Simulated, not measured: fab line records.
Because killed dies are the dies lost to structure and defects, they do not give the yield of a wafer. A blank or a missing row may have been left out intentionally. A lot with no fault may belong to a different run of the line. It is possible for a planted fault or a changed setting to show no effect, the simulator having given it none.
Split-lot study ; flow n5_finfet ; 21 wafers read from 7 lots, route of 1938 steps

SPLIT DETAILS
At N5_BEOL_M12_ETCH_68 (etches SOC in N2/H2, time 285 s), the setting time_s was moved away from the recipe's 285 s on 6 of the 21 wafers read, by -19.2% to +22.1%. All remaining wafers had this setting at the recipe value.

The split's own step is where the reading is taken.

THE READING
SiARC_of_BEOL_M12_COAT_66.thk_nm (the simulator's own value, which no gauge read), in nm, at N5_BEOL_M12_ETCH_68 (etches SOC in N2/H2, time 285 s). The file gives no usual value for it. Average 85.7 nm, standard deviation 0.44 nm, over the 15 wafers here run with the recipe.

wafer;tool, chamber at the split;time_s as run, s;against the recipe;SiARC_of_BEOL_M12_COAT_66.thk_nm, nm;against lot-mates on the recipe
L075.1;rie_diel-05, 2;285;recipe;85.4;-
L075.3;rie_diel-05, 1;285;recipe;85.2;-
L075.4;rie_diel-05, 3;285;recipe;85.8;-
L076.1;rie_diel-06, 2;285;recipe;85.4;-
L076.2;rie_diel-06, 1;248.7;-12.7%;88.4;+3.0
L076.6;rie_diel-06, 2;248.7;-12.7%;88.2;+2.8
L077.2;rie_diel-06, 2,0;285;recipe;86;-
L077.5;rie_diel-06, 2,0;285;recipe;86;-
L077.6;rie_diel-06, 1;347.7;+22.0%;80.6;-5.4
L080.4;rie_diel-01, 0;285;recipe;86.2;-
L080.5;rie_diel-01, 3,2;285;recipe;85.8;-
L080.6;rie_diel-01, 3,2;285;recipe;85.8;-
L087.1;rie_diel-01, 0;285;recipe;85.4;-
L087.2;rie_diel-01, 1;348;+22.1%;80.2;-4.9
L087.4;rie_diel-01, 3;285;recipe;84.8;-
L089.2;rie_diel-05, 0,1;285;recipe;86.2;-
L089.3;rie_diel-05, 0,1;285;recipe;86.2;-
L089.5;rie_diel-05, 0;285;recipe;86.4;-
L090.1;rie_diel-05, 1;230.3;-19.2%;91;+5.6
L090.2;rie_diel-05, 2;285;recipe;85.4;-
L090.4;rie_diel-05, 0;230.3;-19.2%;90.6;+5.2
When a row names more than one chamber, that row covers several wafers, and the file does not tell which wafer ran in which chamber.

FIT RESULTS
A straight line over all 21 wafers: SiARC_of_BEOL_M12_COAT_66.thk_nm changes by -0.244 nm for each +1% of time_s; r = -0.98; the points scatter about the line by 0.45 nm.
The same after taking each lot's own level away (the mean of its wafers on the recipe; 21 wafers): -0.249 nm for each +1%; r = -0.99; scatter 0.31 nm.
That fit puts the effect of the largest move of time_s on the reading at 5.5 nm.
The span of the lots' own levels, 85.10 to 86.27 nm, comes to 2.7 times the standard deviation stated above.
Hence the lot-to-lot level has little effect on the slope; both slopes agree.
Check: -5.69 nm against its lot-mates is what the line predicts for one of the wafers moved furthest among these (+22.1%) when that wafer is left out of the fit. Against them it came out at -4.9 nm.

FILE'S OWN FIT
SiARC_of_BEOL_M12_COAT_66.thk_nm changes by -0.245 nm for each +1% of time_s, r = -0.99.
